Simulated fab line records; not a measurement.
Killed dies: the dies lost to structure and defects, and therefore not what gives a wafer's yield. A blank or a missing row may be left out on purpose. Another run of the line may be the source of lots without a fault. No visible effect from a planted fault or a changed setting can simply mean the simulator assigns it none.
fab line records ; flow n5-finfet
[record] lots = 7; wafers = 21
route steps=1938 shown BEOL_M3@980 BEOL_M4@1059 BEOL_M5@1130
start-h: hours from the record's opening day to when the first of the lot's shown wafers began ; wait-h: how many hours have passed since the lot's step before this one ; " the same as in the row above ; L1.1+2: several wafers, shown together as one row ; - either no value or no given start ; * or withheld: withheld ; < > ~ a bound
route shown NAME@n: NAME is a module with steps in the file, n the number in the route of the first one ; usual: average and standard deviation across the fault-free wafers ; same: alike in all rows ; chamber/n: place in a boat ; sites: the reading at each site ; _std_site: how widely they spread, as a standard deviation ; _edge_site: outer sites' mean less inner sites' ; radius-mm: how far each site lies from the wafer's centre ; mask NAME#n: copy n ; behind: tool/chamber where the wafer was last shaped ; hold: cause of the lot's hold/its duration in hours/its outcome ; device: which transistor (n, p or np) failed to switch ; end of line: the tests these same wafers got at the end of their route ; step lacking rows: just its recipe ; killed: dies that structure and defects cost at the first sort, which is not the same as the wafer's yield ; map: the dies of a wafer, with x for killed, . for not killed, _ for no die there
set.NAME: the setting that was run; set.NAME@STEP: the one run at that earlier step ; model.NAME: the simulator's own value behind a step, which no gauge read
lots whose settings were changed on purpose; a table a step, a row a wafer
[[steps]]
[step N5_BEOL_M3_TRENCH_ETCH_37]
[recipe] chemistry = C4F6/O2; target-depth-a = 555.55; target = SiOC; time-s = 29.2; ion-energy-ev = 250; pressure-mtorr = 30; source-w = 355; bias-w = 185; Ar_flow_sccm = 300; C4F6_flow_sccm = 10; O2_flow_sccm = 10
lot.wafer;tool;chamber;start-h;wait-h;set.source-w;model.BEOL_M3.feature-depth-nm;model.etch.depth-nm
L080.1;rie-diel-02;3;-;-;355;55.2;55.17
L080.4;rie-diel-02;0;-;-;379;56.8;56.8
L080.5;rie-diel-02;3;-;-;379;56.8;56.86
L083.3;rie-diel-02;0;-;-;355;55.6;55.54
L083.4;rie-diel-02;1;-;-;355;55.6;55.66
L083.6;rie-diel-02;3;-;-;335.4;54.6;54.58
L087.2;rie-diel-01;0;-;-;355;57.2;57.26
L087.3;rie-diel-01;1;-;-;355;56.6;56.55
L087.5;rie-diel-01;1;-;-;355;56.2;56.17
L091.2;rie-diel-01;2;-;-;355;54.8;54.9
L091.5;rie-diel-01;2;-;-;320.9;52.8;52.79
L091.6;rie-diel-01;3;-;-;320.9;53.2;53.26
L095.3;rie-diel-01;3;-;-;355;55.8;55.76
L095.4;rie-diel-01;2;-;-;355;54.8;54.7
L095.5;rie-diel-01;3;-;-;355;55.6;55.61
L096.1;rie-diel-03;0;-;-;355;54;54.09
L096.3;rie-diel-03;2;-;-;355;54.4;54.41
L096.6;rie-diel-03;3;-;-;388.8;56.6;56.6
L097.4;rie-diel-03;1;-;-;355;54.2;54.21
L097.5;rie-diel-03;2;-;-;300.2;52;51.9
L097.6;rie-diel-03;3;-;-;300.2;51.8;51.89
[step N5_BEOL_M3_ETCH_41]
[recipe] chemistry = CH3F/O2; target = SiCN; target-depth-a = 299; taper-deg = 2; time-s = 52.5; ion-energy-ev = 120; mask-material = TiN; pressure-mtorr = 30; source-w = 395; bias-w = 75; Ar_flow_sccm = 150; CH3F_flow_sccm = 30; O2_flow_sccm = 20
[step N5_BEOL_M3_STRIP_97]
[recipe] chemistry = N2/H2; time-s = 10; power-w = 450; temp-c = 40; pressure-mtorr = 20; rf-frequency-hz = 6e+07; bias-power-w = 7; n2-flow-sccm = 200; h2-flow-sccm = 200
[step N5_BEOL_M3_OCD_MEAS_38]
[usual] trench-depth-nm = 55.4/1
lot.wafer;tool;chamber;start-h;wait-h;set.source-w@BEOL_M3_TRENCH_ETCH_37;trench-depth-nm
L080.1;ocd-01;-;182.34;-;355;55.0
L080.4;ocd-01;-;182.34;-;379;56.4
L080.5;ocd-01;-;182.34;-;379;57.0
L083.3;ocd-01;-;195.59;-;355;56.1
L083.4;ocd-01;-;195.59;-;355;55.7
L083.6;ocd-01;-;195.59;-;335.4;54.9
L087.2;ocd-01;-;230.72;-;355;57.4
L087.3;ocd-01;-;230.72;-;355;56.8
L087.5;ocd-01;-;230.72;-;355;55.7
L091.2;ocd-02;-;244.46;-;355;55.1
L091.5;ocd-02;-;244.46;-;320.9;52.9
L091.6;ocd-02;-;244.46;-;320.9;53.4
L095.3;ocd-02;-;278.06;-;355;56.0
L095.4;ocd-02;-;278.06;-;355;54.9
L095.5;ocd-02;-;278.06;-;355;55.6
L096.1;ocd-01;-;280.92;-;355;53.6
L096.3;ocd-01;-;280.92;-;355;54.6
L096.6;ocd-01;-;280.92;-;388.8;56.2
L097.4;ocd-02;-;285.23;-;355;54.2
L097.5;ocd-02;-;285.23;-;300.2;51.6
L097.6;ocd-02;-;285.23;-;300.2;51.9
[step N5_BEOL_M4_DESCUM_33]
[recipe] chemistry = O2; time-s = 7; source-power-w = 50; bias-power-w = 20; pressure-mtorr = 20; rf-frequency-hz = 2.712e+07; temp-c = 40; resist = CAR-EUV; o2-flow-sccm = 225
lot.wafer;tool;chamber;start-h;wait-h;set.time-s;model.CAR-EUV_of_BEOL_M4_COAT_22.thk-nm
L080.1;rie-diel-04;1;189.45;0.1;7;26.2
L080.4;rie-diel-04;3;189.45;0.1;7;26
L080.5;rie-diel-04;2;189.45;0.1;8.342;25.4
L083.3+4;rie-diel-05;2,0;201.91;0.3;7;26
L083.6;rie-diel-05;1;201.91;0.3;8.499;25.4
L087.2+3;rie-diel-04;2,3;238.31;0.0;7;26
L087.5;rie-diel-04;1;238.31;0.0;7;26.2
L091.2;rie-diel-04;0;253.28;0.0;7;26.2
L091.5+6;rie-diel-04;0,3;253.28;0.0;7;26
L095.3+4+5;rie-diel-05;1,2,0;285.97;0.0;7;26
L096.1;rie-diel-04;3;287.95;0.0;7;26
L096.3+6;rie-diel-04;1;287.95;0.0;7.803;25.6
L097.4+5+6;rie-diel-04;3,2,1;291.66;0.0;7;26
[step N5_BEOL_M4_ETCH_77]
[recipe] chemistry = N2/H2; target = underlayer; target-depth-a = 65; mask-material = CAR-EUV; time-s = 5.2; ion-energy-ev = 200; pressure-mtorr = 30; source-w = 840; bias-w = 150; n2-flow-sccm = 200; h2-flow-sccm = 200; ends = cleared
lot.wafer;tool;chamber;start-h;wait-h;set.time-s@BEOL_M4_DESCUM_33;model.CAR-EUV_of_BEOL_M4_COAT_22.thk-nm
L080.1+4;rie-diel-04;1,3;189.49;0.0;7;20.4
L080.5;rie-diel-04;2;189.49;0.0;8.342;19.6
L083.3+4;rie-diel-05;2,0;201.94;0.0;7;20.4
L083.6;rie-diel-05;1;201.94;0.0;8.499;19.6
L087.2+3+5;rie-diel-04;2,3,1;238.35;0.0;7;20.4
L091.2+5+6;rie-diel-04;0,0,3;253.32;0.0;7;20.4
L095.3+5;rie-diel-05;1,0;286.00;0.0;7;20.2
L095.4;rie-diel-05;2;286.00;0.0;7;20.4
L096.1;rie-diel-04;3;287.98;0.0;7;20.2
L096.3+6;rie-diel-04;1;287.98;0.0;7.803;20
L097.4+5;rie-diel-04;3,2;291.68;0.0;7;20.2
L097.6;rie-diel-04;1;291.68;0.0;7;20.4
[step N5_BEOL_M4_ETCH_69]
[recipe] chemistry = CF4; target = SiARC; target-depth-a = 156; mask-material = CAR-EUV; time-s = 26; ion-energy-ev = 80; pressure-mtorr = 40; source-w = 545; bias-w = 36; Ar_flow_sccm = 100; cf4-flow-sccm = 100; ends = cleared
lot.wafer;tool;chamber;start-h;wait-h;set.time-s@BEOL_M4_DESCUM_33;model.CAR-EUV_of_BEOL_M4_COAT_22.thk-nm
L080.1+4;rie-diel-04;1,3;189.50;0.0;7;11.2
L080.5;rie-diel-04;2;189.50;0.0;8.342;10.4
L083.3+4;rie-diel-05;2,0;201.96;0.0;7;11.2
L083.6;rie-diel-05;1;201.96;0.0;8.499;10.4
L087.2+3+5;rie-diel-04;2,3,1;238.36;0.0;7;11.2
L091.2+5+6;rie-diel-04;0,0,3;253.34;0.0;7;11.2
L095.3+5;rie-diel-05;1,0;286.02;0.0;7;11
L095.4;rie-diel-05;2;286.02;0.0;7;11.2
L096.1;rie-diel-04;3;288.00;0.0;7;11.2
L096.3+6;rie-diel-04;1;288.00;0.0;7.803;10.8
L097.4+5;rie-diel-04;3,2;291.72;0.0;7;11
L097.6;rie-diel-04;1;291.72;0.0;7;11.2
[step N5_BEOL_M4_ALD_98]
[recipe] material = SiO2; target-thk-a = 25; temp-c = 100; ald-precursor-family = BDEAS; ald-co-reactant = O2-plasma; pulse-time-s = 1; co-reactant-pulse-time-s = 1; purge-time-s = 2; co-reactant-purge-time-s = 2; ald-cycles = 17; pressure-torr = 2
[step N5_BEOL_M4_ETCHBACK_99]
[recipe] chemistry = CHF3; target = SiO2; target-depth-a = 50; time-s = 10.4; source-w = 215; bias-w = 47; Ar_flow_sccm = 200; CHF3_flow_sccm = 12; ion-energy-ev = 100; pressure-mtorr = 30
lot.wafer;tool;chamber;start-h;wait-h;set.time-s@BEOL_M4_DESCUM_33;model.CAR-EUV_of_BEOL_M4_COAT_22.thk-nm
L080.1+4;rie-diel-04;3,0;195.24;3.9;7;10.4
L080.5;rie-diel-04;2;195.24;3.9;8.342;9.6
L083.3+4;rie-diel-06;1,3;203.82;1.7;7;10.4
L083.6;rie-diel-06;1;203.82;1.7;8.499;9.8
L087.2+3+5;rie-diel-04;0,1,3;240.73;2.2;7;10.4
L091.2+6;rie-diel-04;2,0;259.26;5.3;7;10.6
L091.5;rie-diel-04;1;259.26;5.3;7;10.4
L095.3+4+5;rie-diel-04;0,1,1;286.26;0.1;7;10.4
L096.1;rie-diel-05;0;291.01;2.4;7;10.4
L096.3+6;rie-diel-05;3,1;291.01;2.4;7.803;10
L097.4+5;rie-diel-04;2,3;292.04;0.2;7;10.4
L097.6;rie-diel-04;1;292.04;0.2;7;10.6
[step N5_BEOL_M4_TRENCH_ETCH_37]
[recipe] chemistry = C4F6/O2; target-depth-a = 555.55; target = SiOC; time-s = 29.2; ion-energy-ev = 250; pressure-mtorr = 30; source-w = 355; bias-w = 185; Ar_flow_sccm = 300; C4F6_flow_sccm = 10; O2_flow_sccm = 10
lot.wafer;tool;chamber;start-h;wait-h;set.time-s;model.BEOL_M4.feature-depth-nm;model.etch.depth-nm
L080.1;rie-diel-04;3;-;-;29.2;55.6;55.59
L080.4;rie-diel-04;0;-;-;29.2;53.8;53.74
L080.5;rie-diel-04;2;-;-;29.2;56.6;56.7
L083.3;rie-diel-06;1;-;-;29.2;56.6;56.7
L083.4;rie-diel-06;3;-;-;34;66.6;66.56
L083.6;rie-diel-06;1;-;-;29.2;56.4;56.49
L087.2;rie-diel-04;0;-;-;29.2;53.6;53.52
L087.3;rie-diel-04;1;-;-;29.2;55.2;55.29
L087.5;rie-diel-04;3;-;-;29.2;55.6;55.58
L091.2;rie-diel-04;2;-;-;29.2;56.4;56.41
L091.5;rie-diel-04;1;-;-;29.2;54.4;54.32
L091.6;rie-diel-04;0;-;-;32.23;58;57.99
L095.3;rie-diel-04;0;-;-;29.2;52.8;52.77
L095.4;rie-diel-04;1;-;-;29.2;55.4;55.32
L095.5;rie-diel-04;1;-;-;29.2;55;54.98
L096.1;rie-diel-05;0;-;-;23.76;45.8;45.83
L096.3;rie-diel-05;3;-;-;29.2;54.8;54.81
L096.6;rie-diel-05;1;-;-;23.76;45.2;45.15
L097.4;rie-diel-04;2;-;-;25.23;48.4;48.49
L097.5;rie-diel-04;3;-;-;29.2;55;54.91
L097.6;rie-diel-04;1;-;-;29.2;54.6;54.56
[step N5_BEOL_M4_ETCH_41]
[recipe] chemistry = CH3F/O2; target = SiCN; target-depth-a = 299; taper-deg = 2; time-s = 52.5; ion-energy-ev = 120; mask-material = TiN; pressure-mtorr = 30; source-w = 395; bias-w = 75; Ar_flow_sccm = 150; CH3F_flow_sccm = 30; O2_flow_sccm = 20
[step N5_BEOL_M4_STRIP_97]
[recipe] chemistry = N2/H2; time-s = 10; power-w = 450; temp-c = 40; pressure-mtorr = 20; rf-frequency-hz = 6e+07; bias-power-w = 7; n2-flow-sccm = 200; h2-flow-sccm = 200
[step N5_BEOL_M4_OCD_MEAS_38]
[usual] trench-depth-nm = 55.3/1.2
lot.wafer;tool;chamber;start-h;wait-h;set.time-s@BEOL_M4_TRENCH_ETCH_37;trench-depth-nm
L080.1;ocd-02;-;195.64;-;29.2;55.0
L080.4;ocd-02;-;195.64;-;29.2;54.3
L080.5;ocd-02;-;195.64;-;29.2;56.4
L083.3;ocd-02;-;204.22;-;29.2;56.5
L083.4;ocd-02;-;204.22;-;34;66.4
L083.6;ocd-02;-;204.22;-;29.2;56.4
L087.2;ocd-02;-;241.12;-;29.2;53.5
L087.3;ocd-02;-;241.12;-;29.2;54.7
L087.5;ocd-02;-;241.12;-;29.2;55.9
L091.2;ocd-02;-;259.65;-;29.2;56.7
L091.5;ocd-02;-;259.65;-;29.2;54.2
L091.6;ocd-02;-;259.65;-;32.23;57.8
L095.3;ocd-02;-;286.66;-;29.2;52.9
L095.4;ocd-02;-;286.66;-;29.2;55.1
L095.5;ocd-02;-;286.66;-;29.2;55.1
L096.1;ocd-02;-;291.40;-;23.76;46.4
L096.3;ocd-02;-;291.40;-;29.2;55.0
L096.6;ocd-02;-;291.40;-;23.76;44.7
L097.4;ocd-02;-;292.43;-;25.23;48.8
L097.5;ocd-02;-;292.43;-;29.2;55.0
L097.6;ocd-02;-;292.43;-;29.2;55.0
[step N5_BEOL_M4_HM_STRIP_39]
[recipe] chemistry = peroxide-tin-strip; material = TiN; target-depth-a = 250; temp-c = 50; time-s = 158
[step N5_BEOL_M4_SRD_40]
[recipe] time-s = 30; temp-c = 23; rinse-liquid = diw; dry = ipa-marangoni
[step N5_BEOL_M4_ECD_50]
[recipe] material = Cu; target-thk-a = 3000
[step N5_BEOL_M4_ANNEAL_51]
[recipe] temp-c = 225; time-s = 90; ambient = N2
[step N5_BEOL_M4_CMP_52]
[recipe] stop-on = SiOC; t-overpolish-s = 6.8; down-force-psi = 1; platen-rpm = 50; clearing-platen-down-force-psi = 1.5; clearing-platen-rpm = 50; post-cmp-clean = cu-alkaline; target-thk-nm = 40; clearing-platen-pad-velocity-m-s = 0.99484; pad-velocity-m-s = 0.99484
lot.wafer;tool;chamber;start-h;wait-h;set.time-s@BEOL_M4_TRENCH_ETCH_37;model.Cu_of_BEOL_M4_ECD_50.thk-nm
L080.1;cmp-03;3;199.43;0.3;29.2;41.4
L080.4;cmp-03;1;199.43;0.3;29.2;36.6
L080.5;cmp-03;3;199.43;0.3;29.2;42.4
L083.4;cmp-04;3;207.54;0.1;34;50.8
L083.3;cmp-04;1;207.54;0.1;29.2;40.4
L083.6;cmp-04;3;207.54;0.1;29.2;41.6
L087.2;cmp-02;0;244.37;0.2;29.2;37.8
L087.3;cmp-02;1;244.37;0.2;29.2;38.4
L087.5;cmp-02;0;244.37;0.2;29.2;39.6
L091.2;cmp-04;2;263.27;0.3;29.2;41.4
L091.5;cmp-04;3;263.27;0.3;29.2;40.4
L091.6;cmp-04;0;263.27;0.3;32.23;42.6
L095.4;cmp-04;1;289.73;0.2;29.2;41.2
L095.3;cmp-04;3;289.73;0.2;29.2;38.2
L095.5;cmp-04;0;289.73;0.2;29.2;39.2
L096.3;cmp-04;3;294.72;0.2;29.2;40.4
L096.1;cmp-04;2;294.72;0.2;23.76;33.8
L096.6;cmp-04;0;294.72;0.2;23.76;30.6
L097.4;cmp-04;0;296.15;0.1;25.23;34
L097.6;cmp-04;0;296.15;0.1;29.2;39.4
L097.5;cmp-04;1;296.15;0.1;29.2;39.6
[step N5_BEOL_M4_THK_MEAS_53]
[recipe] thk-meas-gauge = xrf; reads = Cu_of_BEOL_M4_ECD_50
[usual] M4_THK = 39.9/1.7
lot.wafer;tool;chamber;start-h;wait-h;set.time-s@BEOL_M4_TRENCH_ETCH_37;M4_THK[nm]
L080.1;film-metro-01;-;199.73;-;29.2;41.1
L080.4;film-metro-01;-;199.73;-;29.2;36.4
L080.5;film-metro-01;-;199.73;-;29.2;41.9
L083.3;film-metro-02;-;207.84;-;29.2;40.0
L083.4;film-metro-02;-;207.84;-;34;50.4
L083.6;film-metro-02;-;207.84;-;29.2;41.3
L087.2;film-metro-02;-;244.67;-;29.2;36.9
L087.3;film-metro-02;-;244.67;-;29.2;37.7
L087.5;film-metro-02;-;244.67;-;29.2;38.8
L091.2;film-metro-02;-;263.45;-;29.2;40.7
L091.5;film-metro-02;-;263.45;-;29.2;39.9
L091.6;film-metro-02;-;263.45;-;32.23;42.1
L095.3;film-metro-02;-;289.99;-;29.2;38.0
L095.4;film-metro-02;-;289.99;-;29.2;40.8
L095.5;film-metro-02;-;289.99;-;29.2;38.8
L096.1;film-metro-02;-;295.01;-;23.76;33.2
L096.3;film-metro-02;-;295.01;-;29.2;39.5
L096.6;film-metro-02;-;295.01;-;23.76;30.1
L097.4;film-metro-02;-;296.45;-;25.23;33.7
L097.5;film-metro-02;-;296.45;-;29.2;39.4
L097.6;film-metro-02;-;296.45;-;29.2;39.3
[step N5_BEOL_M4_PRE_CLEAN_60]
[recipe] gas = NH3/H2; time-s = 15; temp-c = *; rf-power-w = 300
[step N5_BEOL_M4_CO_CAP_55]
[recipe] material = Co; target-thk-a = 20; temp-c = 200; precursor = CCTBA/H2; pressure-torr = 30; time-s = 102.1
[step N5_BEOL_M4_PRE_CLEAN_56]
[recipe] gas = NH3; time-s = 15; temp-c = withheld; rf-power-w = 300
[step N5_BEOL_M4_DEP_57]
[recipe] material = SiCN; target-thk-a = 80; temp-c = withheld; precursor = 3MS/NH3; pressure-torr = 3; rf-w = 202; time-s = 14
[step N5_BEOL_M4_RS_MEAS_58]
[recipe] thk-meas-gauge = four-point-probe; reads = Co_of_BEOL_M4_CO_CAP_55+Cu_of_BEOL_M4_ECD_50+Co_of_BEOL_M4_CVD_47+TaN_of_BEOL_M4_ALD_84
[usual] M4_RS = 0.67/0.034
lot.wafer;tool;chamber;start-h;wait-h;set.time-s@BEOL_M4_TRENCH_ETCH_37;M4_RS[ohm/sq]
L080.1;film-metro-02;-;200.04;0.0;29.2;0.64
L080.4;film-metro-02;-;200.04;0.0;29.2;0.75
L080.5;film-metro-02;-;200.04;0.0;29.2;0.62
L083.3;film-metro-01;-;208.13;0.1;29.2;0.66
L083.4;film-metro-01;-;208.13;0.1;34;0.49
L083.6;film-metro-01;-;208.13;0.1;29.2;0.64
L087.2;film-metro-01;-;244.93;0.1;29.2;0.72
L087.3;film-metro-01;-;244.93;0.1;29.2;0.71
L087.5;film-metro-01;-;244.93;0.1;29.2;0.68
L091.2;film-metro-02;-;263.72;0.1;29.2;0.64
L091.5;film-metro-02;-;263.72;0.1;29.2;0.66
L091.6;film-metro-02;-;263.72;0.1;32.23;0.62
L095.3;film-metro-01;-;290.25;0.1;29.2;0.71
L095.4;film-metro-01;-;290.25;0.1;29.2;0.64
L095.5;film-metro-01;-;290.25;0.1;29.2;0.68
L096.1;film-metro-02;-;295.27;0.0;23.76;0.84
L096.3;film-metro-02;-;295.27;0.0;29.2;0.66
L096.6;film-metro-02;-;295.27;0.0;23.76;0.95
L097.4;film-metro-02;-;296.71;0.0;25.23;0.83
L097.5;film-metro-02;-;296.71;0.0;29.2;0.68
L097.6;film-metro-02;-;296.71;0.0;29.2;0.68
[step N5_BEOL_M5_ETCH_72]
[recipe] chemistry = N2/H2; target = underlayer; target-depth-a = 65; mask-material = CAR-EUV; time-s = 5.2; ion-energy-ev = 200; pressure-mtorr = 30; source-w = 840; bias-w = 150; n2-flow-sccm = 200; h2-flow-sccm = 200; ends = cleared
[usual] rf-vpp-V = 524.9/2.3
lot.wafer;tool;chamber;start-h;wait-h;set.bias-w;rf-vpp-V
L080.1;rie-diel-03;1;203.50;0.0;150;528.1
L080.4;rie-diel-03;2;203.50;0.0;150;522.1
L080.5;rie-diel-03;2;203.50;0.0;150;518.5
L083.3;rie-diel-02;1;211.60;0.0;132.1;485.0
L083.4;rie-diel-02;3;211.60;0.0;150;529.0
L083.6;rie-diel-02;1;211.60;0.0;150;523.5
L087.2;rie-diel-02;1;248.40;0.0;150;522.4
L087.3;rie-diel-02;0;248.40;0.0;150;524.9
L087.5;rie-diel-02;3;248.40;0.0;150;527.7
L091.2;rie-diel-01;0;267.32;0.0;123.9;466.4
L091.5;rie-diel-01;3;267.32;0.0;150;521.9
L091.6;rie-diel-01;0;267.32;0.0;123.9;464.2
L095.3;rie-diel-03;1;293.45;0.0;150;527.0
L095.4;rie-diel-03;0;293.45;0.0;150;523.9
L095.5;rie-diel-03;0;293.45;0.0;150;524.5
L096.1;rie-diel-01;3;298.38;0.0;150;522.9
L096.3;rie-diel-01;0;298.38;0.0;171.9;574.8
L096.6;rie-diel-01;1;298.38;0.0;150;531.2
L097.4;rie-diel-02;2;299.97;0.0;150;522.4
L097.5;rie-diel-02;0;299.97;0.0;131;481.1
L097.6;rie-diel-02;3;299.97;0.0;150;528.4
[step N5_BEOL_M5_COAT_74]
[recipe] resist = underlayer; temp-c = 205; time-s = 60; spin-rpm = 1500; resist-thk-nm = 5
lot.wafer;tool;chamber;start-h;wait-h;set.spin-rpm
L080.1+4+5;litho-track-05;0;-;-;1558
L083.3;litho-track-04;0;-;-;1500
L083.4+6;litho-track-04;0;-;-;1657
L087.2+3+5;litho-track-05;0;-;-;1500
L091.2+5+6;litho-track-05;0;-;-;1500
L095.3+4+5;litho-track-02;0;-;-;1500
L096.1+6;litho-track-05;0;-;-;1547
L096.3;litho-track-05;0;-;-;1500
L097.4+5;litho-track-04;0;-;-;1500
L097.6;litho-track-04;0;-;-;1339
[step N5_BEOL_M5_COAT_22]
[recipe] resist = CAR-EUV; spin-rpm = 1500; resist-thk-nm = 30
[step N5_BEOL_M5_EBR_24]
[recipe] solvent = PGMEA; ebr-width-mm = 1.5
[step N5_BEOL_M5_DESCUM_33]
[recipe] chemistry = O2; time-s = 7; source-power-w = 50; bias-power-w = 20; pressure-mtorr = 20; rf-frequency-hz = 2.712e+07; temp-c = 40; resist = CAR-EUV; o2-flow-sccm = 225
[step N5_BEOL_M5_ETCH_75]
[recipe] chemistry = N2/H2; target = underlayer; target-depth-a = 65; mask-material = CAR-EUV; time-s = 5.2; ion-energy-ev = 200; pressure-mtorr = 30; source-w = 840; bias-w = 150; n2-flow-sccm = 200; h2-flow-sccm = 200; ends = cleared
[usual] etch-rf-on-time-s = 5.26/0.11
lot.wafer;tool;chamber;start-h;wait-h;set.spin-rpm@BEOL_M5_COAT_74;etch-rf-on-time-s;model.etch.depth-nm
L080.1;rie-diel-03;3;206.72;0.0;1558;5.09;4.905
L080.4;rie-diel-03;0;206.72;0.0;1558;5.24;4.91
L080.5;rie-diel-03;1;206.72;0.0;1558;5.18;4.9
L083.3;rie-diel-02;2;212.63;0.0;1500;5.38;4.996
L083.4;rie-diel-02;1;212.63;0.0;1657;5.01;4.758
L083.6;rie-diel-02;3;212.63;0.0;1657;4.98;4.741
L087.2;rie-diel-03;2;251.13;0.0;1500;5.34;4.999
L087.3;rie-diel-03;3;251.13;0.0;1500;5.12;4.978
L087.5;rie-diel-03;3;251.13;0.0;1500;5.15;5.005
L091.2;rie-diel-02;3;268.57;0.0;1500;5.24;5.004
L091.5;rie-diel-02;2;268.57;0.0;1500;5.39;5.016
L091.6;rie-diel-02;1;268.57;0.0;1500;5.27;5.017
L095.3;rie-diel-02;0;296.56;0.0;1500;5.26;5.013
L095.4;rie-diel-02;3;296.56;0.0;1500;5.27;5.003
L095.5;rie-diel-02;1;296.56;0.0;1500;5.26;4.994
L096.1;rie-diel-03;2;299.24;0.0;1547;5.17;4.917
L096.3;rie-diel-03;0;299.24;0.0;1500;5.35;5.018
L096.6;rie-diel-03;2;299.24;0.0;1547;5.20;4.921
L097.4;rie-diel-02;1;302.00;0.0;1500;5.26;4.99
L097.5;rie-diel-02;3;302.00;0.0;1500;5.32;5.008
L097.6;rie-diel-02;0;302.00;0.0;1339;5.58;5.295
[step N5_BEOL_M5_TRENCH_ETCH_37]
[recipe] chemistry = C4F6/O2; target-depth-a = 716.52; target = SiCOH_lowk; time-s = 24.7; ion-energy-ev = 250; pressure-mtorr = 30; source-w = 345; bias-w = 185; Ar_flow_sccm = 300; C4F6_flow_sccm = 10; O2_flow_sccm = 10
lot.wafer;tool;chamber;start-h;wait-h;set.time-s;model.etch.depth-nm;model.BEOL_M5.feature-depth-nm
L080.1;rie-diel-03;3;-;-;22.24;64.27;64.2
L080.4;rie-diel-03;0;-;-;22.24;62.72;62.8
L080.5;rie-diel-03;1;-;-;24.7;71.04;71
L083.3;rie-diel-02;2;-;-;24.7;69.01;69
L083.4;rie-diel-02;1;-;-;24.7;69.75;69.8
L083.6;rie-diel-02;3;-;-;24.7;70.59;70.6
L087.2;rie-diel-03;2;-;-;24.7;71.71;71.8
L087.3;rie-diel-03;3;-;-;24.7;71.5;71.6
L087.5;rie-diel-03;3;-;-;24.7;71.34;71.4
L091.2;rie-diel-02;3;-;-;24.7;71.22;71.2
L091.5;rie-diel-02;2;-;-;24.7;69.05;69
L091.6;rie-diel-02;1;-;-;24.7;70.61;70.6
L095.3;rie-diel-02;0;-;-;24.7;71.2;71.2
L095.4;rie-diel-02;3;-;-;24.7;71.14;71.2
L095.5;rie-diel-02;1;-;-;24.7;70.14;70.2
L096.1;rie-diel-03;2;-;-;24.7;71.2;71.2
L096.3;rie-diel-03;0;-;-;24.7;68.81;68.8
L096.6;rie-diel-03;2;-;-;24.7;70.55;70.6
L097.4;rie-diel-02;1;-;-;21.26;60.71;60.8
L097.5;rie-diel-02;3;-;-;24.7;71.59;71.6
L097.6;rie-diel-02;0;-;-;21.26;61.88;61.8
[[key]]
[split] step = N5_BEOL_M3_TRENCH_ETCH_37; setting = source-w; stated = 355; by = wafer
[response] step = N5_BEOL_M3_TRENCH_ETCH_37; reading = model.BEOL_M3.feature-depth-nm; change = +0.185; per = 1%; r = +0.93
[response] step = N5_BEOL_M3_TRENCH_ETCH_37; reading = model.etch.depth-nm; change = +0.187; per = 1%; r = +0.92
[response] step = N5_BEOL_M3_OCD_MEAS_38; reading = trench-depth-nm; change = +0.187; per = 1%; r = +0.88
[split] step = N5_BEOL_M4_DESCUM_33; setting = time-s; stated = 7; by = wafer
[response] step = N5_BEOL_M4_DESCUM_33; reading = model.CAR-EUV_of_BEOL_M4_COAT_22.thk-nm; change = -0.0322; per = 1%; r = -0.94
[response] step = N5_BEOL_M4_ETCH_77; reading = model.CAR-EUV_of_BEOL_M4_COAT_22.thk-nm; change = -0.0363; per = 1%; r = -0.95
[response] step = N5_BEOL_M4_ETCH_69; reading = model.CAR-EUV_of_BEOL_M4_COAT_22.thk-nm; change = -0.0387; per = 1%; r = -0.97
[response] step = N5_BEOL_M4_ETCHBACK_99; reading = model.CAR-EUV_of_BEOL_M4_COAT_22.thk-nm; change = -0.0342; per = 1%; r = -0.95
[split] step = N5_BEOL_M4_TRENCH_ETCH_37; setting = time-s; stated = 29.2; by = wafer
[response] step = N5_BEOL_M4_TRENCH_ETCH_37; reading = model.BEOL_M4.feature-depth-nm; change = +0.498; per = 1%; r = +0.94
[response] step = N5_BEOL_M4_TRENCH_ETCH_37; reading = model.etch.depth-nm; change = +0.494; per = 1%; r = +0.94
[response] step = N5_BEOL_M4_OCD_MEAS_38; reading = trench-depth-nm; change = +0.495; per = 1%; r = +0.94
[response] step = N5_BEOL_M4_CMP_52; reading = model.Cu_of_BEOL_M4_ECD_50.thk-nm; change = +0.447; per = 1%; r = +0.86
[response] step = N5_BEOL_M4_THK_MEAS_53; reading = M4_THK; change = +0.441; per = 1%; r = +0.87
[response] step = N5_BEOL_M4_RS_MEAS_58; reading = M4_RS; change = -0.0102; per = 1%; r = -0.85
[split] step = N5_BEOL_M5_ETCH_72; setting = bias-w; stated = 150; by = wafer
[response] step = N5_BEOL_M5_ETCH_72; reading = rf-vpp-V; change = +3.34; per = 1%; r = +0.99
[split] step = N5_BEOL_M5_COAT_74; setting = spin-rpm; stated = 1500; by = wafer
[response] step = N5_BEOL_M5_ETCH_75; reading = etch-rf-on-time-s; change = *; per = 1%; r = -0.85
[response] step = N5_BEOL_M5_ETCH_75; reading = model.etch.depth-nm; change = -0.0259; per = 1%; r = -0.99
[split] step = N5_BEOL_M5_TRENCH_ETCH_37; setting = time-s; stated = 24.7; by = wafer
[response] step = N5_BEOL_M5_TRENCH_ETCH_37; reading = model.etch.depth-nm; change = +0.745; per = 1%; r = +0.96
[response] step = N5_BEOL_M5_TRENCH_ETCH_37; reading = model.BEOL_M5.feature-depth-nm; change = +0.744; per = 1%; r = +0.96
